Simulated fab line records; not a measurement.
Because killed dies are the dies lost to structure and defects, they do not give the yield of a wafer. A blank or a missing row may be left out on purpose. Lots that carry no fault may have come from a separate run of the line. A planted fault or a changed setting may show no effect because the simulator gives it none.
fab line records	flow n5-finfet	part 1 of 2: steps 1 to 4 of 6
[record] lots = 20	wafers = 60	last-day = 17
route steps=1938 shown MOL_CONTACT_COAG@549 BEOL_M0_SAQP@635
lots with no fault: from the same line, run without faults
start-h: hours from the record's first day to the start of the lot's first wafer shown	wait-h: hours elapsed since this lot's preceding step	" repeats the value in the row above	L1.1+2: a row that stands for several wafers	- value missing, or start not given	* or withheld: withheld	< > ~ a bound
route shown NAME@n: names a module that has steps shown in the file, with the first one's number in the route	usual: mean and standard deviation over wafers with no fault	same: alike in all rows	chamber/n: place in a boat	sites: per-site readings	_std_site: standard deviation of those values	_edge_site: mean of outer sites minus mean of inner sites	radius-mm: how far each site lies from the wafer's centre	mask NAME#n: copy n	behind: tool/chamber where the wafer was last shaped	hold: cause of the lot's hold/its duration in hours/its outcome	device: whichever transistor did not switch (one of n, p or np)	end of line: tests run on the same wafers once the route is complete	for a step that has no rows: nothing shown but its recipe	killed: the dies lost at the first sort to structure and to defects; this is not the yield of the wafer	map: shows each die of a wafer: x if killed, . if not, _ if none is there
set.NAME: the setting as run; set.NAME@STEP: as run at that earlier step	model.NAME: the simulator's own value behind a step, which no gauge read
steps of the route over a sample of lots; a table a step, a row a wafer
services: the hour from which a tool's chamber was out of use, counted from the record's first day as start-h (under 0 if before that day), plus the number of hours and why
[[steps]]
[step N5_MOL_CONTACT_COAG_ANNEAL_113]
[recipe] temp-c = 400	time-s = 300	ambient = H2/N2
[usual] lamp-power-pct = 2.6/0.31	lamp_zone_1_pct = 2.6/0.31	wafer_temp_C_max = 402.4/0.47
lot.wafer	tool	chamber	start-h	wait-h	lamp-power-pct	lamp_zone_1_pct	wafer_temp_C_max
L074.2	rtp-anneal-01	0	96.90	0.6	2.4	2.4	402.2
L074.5	"	0	"	"	2.4	2.4	402.6
L074.6	"	0	"	"	2.4	2.4	402.4
L075.2	rtp-anneal-01	0	100.24	0.5	2.4	2.4	402.5
L075.5	"	0	"	"	2.4	2.4	402.6
L075.6	"	0	"	"	2.4	2.4	402.5
L076.1	rtp-anneal-01	0	107.60	0.4	2.4	2.4	403.2
L076.4	"	0	"	"	2.4	2.4	402.4
L076.6	"	0	"	"	2.4	2.4	402.8
L077.1	rtp-anneal-02	0	110.70	0.3	3.0	3.0	402.2
L077.4	"	0	"	"	3.0	3.0	402.4
L077.5	"	0	"	"	3.0	3.0	402.9
L078.1	rtp-anneal-02	0	117.39	0.8	3.0	3.0	403.1
L078.2	"	0	"	"	3.0	3.0	402.0
L078.3	"	0	"	"	3.0	3.0	402.7
L079.2	rtp-anneal-01	0	124.91	0.5	2.4	2.4	401.9
L079.4	"	0	"	"	2.4	2.4	403.5
L079.6	"	0	"	"	2.4	2.4	402.2
L080.2	rtp-anneal-01	0	126.08	0.5	2.4	2.4	403.2
L080.4	"	0	"	"	2.4	2.4	402.5
L080.5	"	0	"	"	2.4	2.4	401.7
L082.1	rtp-anneal-01	0	138.81	0.4	2.4	2.4	402.3
L082.4	"	0	"	"	2.4	2.4	402.1
L082.5	"	0	"	"	2.4	2.4	401.7
L084.1	rtp-anneal-02	0	156.55	0.3	3.0	3.0	402.2
L084.2	"	0	"	"	3.0	3.0	401.7
L084.5	"	0	"	"	3.0	3.0	402.2
L085.3	rtp-anneal-02	0	166.40	0.7	3.0	3.0	402.5
L085.4	"	0	"	"	3.0	3.0	402.0
L085.5	"	0	"	"	3.0	3.0	402.9
L086.3	rtp-anneal-02	0	169.41	0.6	3.0	3.0	402.2
L086.4	"	0	"	"	3.0	3.0	402.2
L086.6	"	0	"	"	3.0	3.0	402.8
L087.1	rtp-anneal-02	0	170.43	0.3	3.0	3.0	401.4
L087.4	"	0	"	"	3.0	3.0	403.0
L087.6	"	0	"	"	3.0	3.0	401.9
L089.2	rtp-anneal-02	0	184.39	0.5	3.0	3.0	402.5
L089.4	"	0	"	"	3.0	3.0	403.0
L089.6	"	0	"	"	3.0	3.0	401.8
L090.2	rtp-anneal-01	0	186.58	0.5	2.4	2.4	402.1
L090.3	"	0	"	"	2.4	2.4	403.2
L090.6	"	0	"	"	2.4	2.4	402.2
L091.1	rtp-anneal-01	0	193.89	0.3	2.4	2.4	402.4
L091.3	"	0	"	"	2.4	2.4	402.5
L091.6	"	0	"	"	2.4	2.4	402.3
L092.2	rtp-anneal-01	0	199.43	0.6	2.4	2.4	401.7
L092.4	"	0	"	"	2.4	2.4	402.7
L092.5	"	0	"	"	2.4	2.4	401.4
L093.2	rtp-anneal-01	0	206.79	0.8	2.4	2.4	402.4
L093.3	"	0	"	"	2.4	2.4	402.2
L093.5	"	0	"	"	2.4	2.4	402.4
L094.1	rtp-anneal-02	0	212.99	0.3	3.0	3.0	402.5
L094.4	"	0	"	"	3.0	3.0	402.5
L094.5	"	0	"	"	3.0	3.0	402.0
L095.1	rtp-anneal-01	0	221.41	0.3	2.4	2.4	402.5
L095.3	"	0	"	"	2.4	2.4	402.3
L095.6	"	0	"	"	2.4	2.4	402.4
L096.2	rtp-anneal-01	0	226.30	0.5	2.4	2.4	402.6
L096.3	"	0	"	"	2.4	2.4	403.4
L096.5	"	0	"	"	2.4	2.4	402.7
[step N5_MOL_CONTACT_COAG_ETCH_89]
[recipe] chemistry = N2/H2	target = underlayer	target-depth-a = 130	mask-material = CAR-EUV	time-s = 10.4	ion-energy-ev = 200	pressure-mtorr = 30	source-w = 840	bias-w = 150	n2-flow-sccm = 200	h2-flow-sccm = 200	ends = cleared
[usual] drypump-motor-current-A = 5.7/0.4	etch-rf-on-time-s = 10.29/0.23	oes-product-au = 0.69/0.086	rf-vpp-V = 523.5/1.7	showerhead-plenum-p-Torr = 2.52/0.054	throttle-valve-pct = 17.7/0.33
lot.wafer	tool	chamber	start-h	wait-h	drypump-motor-current-A	etch-rf-on-time-s	oes-product-au	rf-hours-counter-h	rf-vpp-V	showerhead-plenum-p-Torr	throttle-valve-pct
L074.2	rie-diel-04	0	104.14	0.0	6.0	10.28	0.63	204	523.9	2.49	17.6
L074.5	"	0	"	"	6.1	10.19	0.63	-	522.1	2.49	17.6
L074.6	"	2	"	"	5.5	10.15	0.74	-	522.9	2.47	17.2
L075.2	rie-diel-03	1	105.71	0.0	5.1	10.03	0.59	247	526.1	2.59	18.1
L075.5	"	3	"	"	5.4	10.59	0.60	-	523.0	2.53	18.3
L075.6	"	2	"	"	5.6	10.09	0.84	-	525.6	2.60	17.3
L076.1	rie-diel-03	0	114.52	0.0	6.4	10.46	0.63	161	522.7	2.53	17.8
L076.4	"	3	"	"	5.5	10.54	0.60	206	523.3	2.53	18.3
L076.6	"	2	"	"	5.6	10.13	0.84	-	524.6	2.60	17.3
L077.1	rie-diel-03	3	120.53	0.0	5.4	10.57	0.59	209	523.9	2.53	18.3
L077.4	"	2	"	"	5.6	10.11	0.83	-	526.3	2.60	17.3
L077.5	"	0	"	"	6.4	10.49	0.63	-	523.7	2.53	17.8
L078.1	rie-diel-04	0	123.40	0.0	6.1	10.37	0.62	213	523.6	2.49	17.6
L078.2	"	2	"	"	5.5	10.20	0.73	39	520.4	2.46	17.3
L078.3	"	1	"	"	5.4	10.17	0.81	8	522.5	2.49	17.8
L079.2	rie-diel-03	3	129.96	0.0	5.4	10.37	0.60	213	523.3	2.53	18.3
L079.4	"	0	"	"	6.4	10.56	0.63	-	525.7	2.52	17.8
L079.6	"	3	"	"	5.4	10.51	0.60	-	523.1	2.53	18.3
L080.2	rie-diel-04	1	134.67	0.0	5.4	10.23	0.81	12	524.1	2.49	17.8
L080.4	"	2	"	"	5.5	10.23	0.72	43	521.4	2.46	17.3
L080.5	"	0	"	"	6.0	10.15	0.63	-	525.1	2.48	17.7
L082.1	rie-diel-04	2	145.02	0.0	5.5	10.17	0.72	47	522.6	2.46	17.3
L082.4	"	3	"	"	4.9	10.88	0.65	154	521.1	2.46	18.0
L082.5	"	3	"	"	5.0	10.86	0.65	-	520.5	2.46	18.0
L084.1	rie-diel-01	3	163.65	0.0	5.4	10.43	0.60	181	526.5	2.62	17.8
L084.2	"	2	"	"	5.9	10.25	0.83	3	524.0	2.51	17.6
L084.5	"	2	"	"	5.9	10.30	0.84	-	522.3	2.51	17.6
L085.3	rie-diel-01	3	173.17	0.0	5.3	10.27	0.60	185	527.7	2.62	17.8
L085.4	"	0	"	"	5.8	10.04	0.63	210	520.6	2.41	17.7
L085.5	"	1	"	"	5.8	10.20	0.72	-	525.2	2.57	17.2
L086.3	rie-diel-03	1	174.94	0.0	5.1	9.92	0.80	12	525.8	2.59	17.7
L086.4	"	2	"	"	5.6	10.19	0.77	29	524.0	2.59	17.3
L086.6	"	0	"	"	6.4	10.47	0.62	-	523.5	2.52	17.9
L087.1	rie-diel-01	2	177.09	0.0	5.9	10.33	0.82	8	522.7	2.51	17.6
L087.4	"	3	"	"	5.3	10.35	0.61	186	528.0	2.62	17.8
L087.6	"	2	"	"	5.9	10.33	0.82	-	522.5	2.51	17.6
L089.2	rie-diel-01	3	192.57	0.0	5.3	10.36	0.60	191	525.6	2.62	17.8
L089.4	"	1	"	"	5.8	10.09	0.72	66	523.7	2.57	17.2
L089.6	"	1	"	"	5.8	10.13	0.71	-	526.0	2.57	17.3
L090.2	rie-diel-03	0	193.53	0.0	6.4	10.52	0.61	190	522.2	2.51	17.9
L090.3	"	2	"	"	5.6	10.17	0.78	35	524.9	2.59	17.3
L090.6	"	0	"	"	6.4	10.59	0.61	-	524.3	2.51	17.9
L091.1	rie-diel-03	1	199.94	0.0	5.1	9.91	0.78	19	524.5	2.58	17.7
L091.3	"	3	"	"	5.4	10.42	0.58	239	524.2	2.52	18.3
L091.6	"	2	"	"	5.7	10.27	0.76	-	525.9	2.59	17.3
L092.2	rie-diel-03	1	205.31	0.0	5.1	10.05	0.77	21	526.5	2.58	17.7
L092.4	"	0	"	"	6.4	10.82	0.60	194	524.0	2.51	17.9
L092.5	"	2	"	"	5.6	10.31	0.76	-	525.3	2.59	17.3
L093.2	rie-diel-03	0	212.83	0.0	6.4	10.50	0.60	197	524.2	2.51	17.9
L093.3	"	2	"	"	5.7	10.16	0.76	41	524.9	2.59	17.4
L093.5	"	2	"	"	5.7	10.22	0.76	-	524.1	2.59	17.3
L094.1	rie-diel-04	0	218.95	0.0	6.1	10.26	0.60	246	522.1	2.47	17.7
L094.4	"	0	"	"	6.1	10.27	0.60	-	521.9	2.47	17.7
L094.5	"	2	"	"	5.5	10.15	0.70	-	522.0	2.45	17.3
L095.1	rie-diel-04	0	229.02	0.0	6.1	10.37	0.60	250	520.5	2.47	17.7
L095.3	"	2	"	"	5.5	10.39	0.68	76	522.1	2.45	17.3
L095.6	"	1	"	"	5.4	10.28	0.74	-	521.1	2.48	17.8
L096.2	rie-diel-04	0	231.43	0.0	6.1	10.23	0.61	251	522.7	2.47	17.7
L096.3	"	1	"	"	5.4	10.28	0.74	48	521.2	2.48	17.8
L096.5	"	0	"	"	6.1	10.29	0.60	-	522.0	2.47	17.7
[step N5_MOL_CONTACT_COAG_ETCH_91]
[recipe] chemistry = N2/H2	target = SOC	target-depth-a = 600	overetch-a = 210	mask-material = SiARC	temp-c = 40	time-s = 101.2	ion-energy-ev = 200	pressure-mtorr = 30	source-w = 840	bias-w = 150	n2-flow-sccm = 200	h2-flow-sccm = 200
[usual] drypump-motor-current-A = 5.6/0.38	oes-product-au = 0.67/0.075	rf-vpp-V = 523.3/1.9	showerhead-plenum-p-Torr = 2.51/0.06	throttle-valve-pct = 17.7/0.31
lot.wafer	tool	chamber	start-h	wait-h	drypump-motor-current-A	oes-product-au	rf-hours-counter-h	rf-vpp-V	showerhead-plenum-p-Torr	throttle-valve-pct
L074.2	rie-diel-03	1	104.49	0.0	5.1	0.57	247	524.6	2.59	18.0
L074.5	"	1	"	"	5.1	0.58	-	526.4	2.59	18.0
L074.6	"	0	"	"	6.4	0.63	-	523.3	2.53	17.8
L075.2	rie-diel-03	0	106.07	0.0	6.4	0.62	159	523.3	2.53	17.8
L075.5	"	2	"	"	5.6	0.82	-	524.9	2.60	17.2
L075.6	"	3	"	"	5.5	0.59	-	523.0	2.53	18.3
L076.1	rie-diel-03	2	114.83	0.0	5.6	0.81	5	526.0	2.60	17.2
L076.4	"	3	"	"	5.4	0.59	206	525.2	2.53	18.3
L076.6	"	1	"	"	5.1	0.57	-	525.7	2.59	18.0
L077.1	rie-diel-04	3	120.89	0.0	5.0	0.66	146	519.7	2.46	17.9
L077.4	"	2	"	"	5.5	0.71	38	522.6	2.46	17.3
L077.5	"	1	"	"	5.4	0.78	-	523.0	2.50	17.7
L078.1	rie-diel-03	2	124.32	0.0	5.6	0.79	10	525.0	2.60	17.3
L078.2	"	0	"	"	6.4	0.62	165	523.3	2.52	17.8
L078.3	"	3	"	"	5.4	0.59	211	522.8	2.53	18.3
L079.2	rie-diel-01	2	130.39	0.0	5.9	0.56	250	523.1	2.51	18.0
L079.4	"	3	"	"	5.3	0.60	167	526.4	2.63	17.7
L079.6	"	2	"	"	5.9	0.55	-	522.7	2.51	18.0
L080.2	rie-diel-04	2	135.04	0.0	5.5	0.70	43	522.1	2.46	17.2
L080.4	"	1	"	"	5.4	0.78	12	520.8	2.49	17.7
L080.5	"	2	"	"	5.5	0.70	-	520.6	2.46	17.3
L082.1	rie-diel-04	0	145.97	0.0	6.1	0.61	220	523.0	2.48	17.6
L082.4	"	2	"	"	5.5	0.71	47	522.7	2.46	17.2
L082.5	"	2	"	"	5.5	0.70	-	521.5	2.46	17.3
L084.1	rie-diel-04	1	163.96	0.0	5.4	0.76	21	524.4	2.49	17.7
L084.2	"	3	"	"	4.9	0.65	160	520.9	2.46	18.0
L084.5	"	2	"	"	5.5	0.69	-	523.1	2.46	17.3
L085.3	rie-diel-04	2	173.81	0.0	5.5	0.68	57	523.5	2.46	17.3
L085.4	"	0	"	"	6.1	0.60	229	524.0	2.48	17.6
L085.5	"	2	"	"	5.5	0.69	-	523.0	2.46	17.3
L086.3	rie-diel-03	3	175.53	0.0	5.4	0.58	231	523.2	2.52	18.3
L086.4	"	1	"	"	5.1	0.76	12	524.7	2.59	17.7
L086.6	"	2	"	"	5.6	0.75	-	527.2	2.59	17.3
L087.1	rie-diel-04	2	177.51	0.0	5.5	0.68	58	521.4	2.46	17.3
L087.4	"	0	"	"	6.1	0.60	230	521.6	2.48	17.6
L087.6	"	0	"	"	6.1	0.60	-	523.8	2.48	17.6
L089.2	rie-diel-03	0	193.01	0.0	6.4	0.60	190	523.6	2.51	17.8
L089.4	"	3	"	"	5.4	0.57	236	523.6	2.52	18.3
L089.6	"	0	"	"	6.4	0.60	-	524.1	2.51	17.9
L090.2	rie-diel-01	1	193.84	0.0	5.7	0.69	67	524.0	2.57	17.2
L090.3	"	0	"	"	5.8	0.60	217	521.9	2.40	17.7
L090.6	"	0	"	"	5.8	0.60	-	520.3	2.40	17.7
L091.1	rie-diel-01	0	200.26	0.0	5.8	0.60	220	518.7	2.40	17.7
L091.3	"	3	"	"	5.3	0.59	194	526.7	2.62	17.8
L091.6	"	2	"	"	5.9	0.78	-	522.7	2.51	17.6
L092.2	rie-diel-01	3	205.70	0.0	5.3	0.59	195	526.1	2.62	17.8
L092.4	"	0	"	"	5.8	0.60	-	519.3	2.40	17.7
L092.5	"	2	"	"	5.9	0.77	-	521.3	2.51	17.6
L093.2	rie-diel-03	0	213.14	0.0	6.4	0.60	197	522.9	2.51	17.9
L093.3	"	2	"	"	5.6	0.73	41	525.9	2.59	17.3
L093.5	"	0	"	"	6.4	0.60	-	525.6	2.51	17.8
L094.1	rie-diel-04	1	219.26	0.0	5.4	0.73	42	520.1	2.48	17.8
L094.4	"	0	"	"	6.1	0.59	-	522.3	2.47	17.7
L094.5	"	2	"	"	5.5	0.67	-	521.7	2.45	17.3
L095.1	rie-diel-04	0	229.33	0.0	6.1	0.58	250	521.9	2.47	17.7
L095.3	"	2	"	"	5.5	0.67	76	520.7	2.45	17.3
L095.6	"	0	"	"	6.1	0.59	-	521.7	2.47	17.7
L096.2	rie-diel-04	0	231.75	0.0	6.1	0.58	251	523.3	2.47	17.7
L096.3	"	2	"	"	5.5	0.67	78	520.6	2.45	17.3
L096.5	"	2	"	"	5.4	0.67	-	522.7	2.45	17.3
[step N5_MOL_CONTACT_COAG_ETCH_65]
[recipe] chemistry = N2/H2	target = underlayer	target-depth-a = 130	mask-material = CAR-EUV	time-s = 10.4	ion-energy-ev = 200	pressure-mtorr = 30	source-w = 840	bias-w = 150	n2-flow-sccm = 200	h2-flow-sccm = 200	ends = cleared
[usual] drypump-motor-current-A = 5.6/0.39	etch-rf-on-time-s = 10.29/0.24	oes-product-au = 0.69/0.087	rf-vpp-V = 523.5/1.9	showerhead-plenum-p-Torr = 2.52/0.059	throttle-valve-pct = 17.7/0.31
lot.wafer	tool	chamber	start-h	wait-h	drypump-motor-current-A	etch-rf-on-time-s	oes-product-au	rf-hours-counter-h	rf-vpp-V	showerhead-plenum-p-Torr	throttle-valve-pct
L074.2	rie-diel-04	1	105.76	0.0	5.4	10.07	0.85	1	520.3	2.50	17.8
L074.5	"	2	"	"	5.5	10.01	0.75	-	522.2	2.47	17.3
L074.6	"	1	"	"	5.4	9.97	0.85	-	522.1	2.50	17.7
L075.2	rie-diel-04	2	107.13	0.0	5.5	10.15	0.74	32	522.7	2.47	17.3
L075.5	"	1	"	"	5.4	10.16	0.85	-	522.1	2.50	17.7
L075.6	"	0	"	"	6.0	10.24	0.63	-	522.6	2.49	17.6
L076.1	rie-diel-03	2	115.89	0.0	5.7	10.28	0.83	5	525.4	2.60	17.3
L076.4	"	1	"	"	5.1	10.14	0.58	249	527.0	2.59	18.1
L076.6	"	3	"	"	5.4	10.57	0.60	-	523.3	2.53	18.3
L077.1	rie-diel-03	2	122.36	0.0	5.6	9.84	0.84	9	525.2	2.60	17.3
L077.4	"	2	"	"	5.6	10.04	0.82	-	526.3	2.60	17.3
L077.5	"	3	"	"	5.4	10.24	0.61	-	522.8	2.53	18.3
L078.1	rie-diel-03	2	125.38	0.0	5.6	10.12	0.82	10	527.2	2.60	17.3
L078.2	"	0	"	"	6.4	10.47	0.63	165	523.8	2.52	17.8
L078.3	"	3	"	"	5.4	10.37	0.60	211	523.5	2.53	18.3
L079.2	rie-diel-04	0	131.35	0.0	6.1	10.24	0.63	215	523.3	2.48	17.6
L079.4	"	1	"	"	5.4	10.12	0.82	11	522.8	2.49	17.7
L079.6	"	1	"	"	5.4	10.13	0.80	-	523.1	2.49	17.8
L080.2	rie-diel-03	0	136.32	0.0	6.4	10.51	0.62	170	522.4	2.52	17.8
L080.4	"	3	"	"	5.4	10.37	0.59	-	523.7	2.53	18.3
L080.5	"	2	"	"	5.6	10.12	0.81	-	526.6	2.60	17.3
L082.1	rie-diel-03	2	147.04	0.0	5.6	10.15	0.81	19	524.5	2.60	17.3
L082.4	"	0	"	"	6.4	10.55	0.62	175	524.2	2.52	17.8
L082.5	"	2	"	"	5.6	10.19	0.80	-	526.0	2.60	17.3
L084.1	rie-diel-04	0	164.89	0.0	6.1	10.27	0.61	226	523.6	2.48	17.7
L084.2	"	3	"	"	4.9	10.89	0.65	160	519.4	2.46	18.0
L084.5	"	2	"	"	5.5	10.24	0.72	-	522.8	2.46	17.3
L085.3	rie-diel-04	0	174.74	0.0	6.0	10.18	0.62	229	524.3	2.48	17.7
L085.4	"	3	"	"	4.9	10.89	0.64	165	520.8	2.45	18.0
L085.5	"	1	"	"	5.4	10.10	0.77	-	522.3	2.49	17.8
L086.3	rie-diel-04	1	178.70	0.0	5.4	10.22	0.77	27	522.3	2.49	17.8
L086.4	"	2	"	"	5.5	10.45	0.70	58	520.5	2.46	17.3
L086.6	"	2	"	"	5.5	10.32	0.71	-	523.2	2.46	17.3
L087.1	rie-diel-04	2	178.81	0.0	5.6	10.23	0.70	58	521.4	2.46	17.3
L087.4	"	3	"	"	4.9	10.94	0.64	166	521.3	2.45	18.0
L087.6	"	0	"	"	6.1	10.12	0.61	-	522.5	2.48	17.7
L089.2	rie-diel-03	3	194.11	0.0	5.4	10.26	0.59	237	521.9	2.52	18.3
L089.4	"	0	"	"	6.4	10.40	0.61	190	522.4	2.51	17.9
L089.6	"	0	"	"	6.4	10.43	0.61	-	523.1	2.51	17.9
L090.2	rie-diel-03	2	194.78	0.0	5.6	10.23	0.76	35	525.2	2.59	17.3
L090.3	"	0	"	"	6.4	10.58	0.60	191	523.5	2.51	17.9
L090.6	"	2	"	"	5.6	10.20	0.77	-	526.0	2.59	17.3
L091.1	rie-diel-03	0	201.31	0.0	6.4	10.66	0.61	193	523.4	2.51	17.9
L091.3	"	3	"	"	5.4	10.47	0.59	240	523.0	2.52	18.4
L091.6	"	1	"	"	5.1	10.05	0.77	-	525.3	2.58	17.7
L092.2	rie-diel-01	0	206.64	0.0	5.8	10.00	0.62	222	520.5	2.40	17.8
L092.4	"	3	"	"	5.3	10.46	0.59	-	525.5	2.62	17.8
L092.5	"	2	"	"	5.9	10.51	0.78	-	522.1	2.50	17.6
L093.2	rie-diel-01	2	214.25	0.0	5.9	10.61	0.77	20	524.1	2.50	17.6
L093.3	"	0	"	"	5.8	10.02	0.62	224	520.7	2.40	17.8
L093.5	"	2	"	"	5.9	10.67	0.77	-	522.3	2.50	17.6
L094.1	rie-diel-01	3	222.85	0.0	5.3	10.39	0.60	200	526.1	2.62	17.8
L094.4	"	2	"	"	5.9	10.53	0.77	23	523.9	2.50	17.6
L094.5	"	3	"	"	5.3	10.36	0.59	-	526.9	2.62	17.8
L095.1	rie-diel-03	3	230.39	0.0	5.4	10.48	0.58	249	522.9	2.51	18.4
L095.3	"	0	"	"	6.4	10.68	0.61	202	524.5	2.51	17.9
L095.6	"	3	"	"	5.4	10.53	0.58	-	522.1	2.51	18.4
L096.2	rie-diel-01	2	232.69	0.0	5.9	10.40	0.78	26	522.5	2.50	17.6
L096.3	"	0	"	"	5.8	10.03	0.62	230	521.1	2.40	17.8
L096.5	"	2	"	"	5.9	10.46	0.77	-	522.3	2.50	17.6
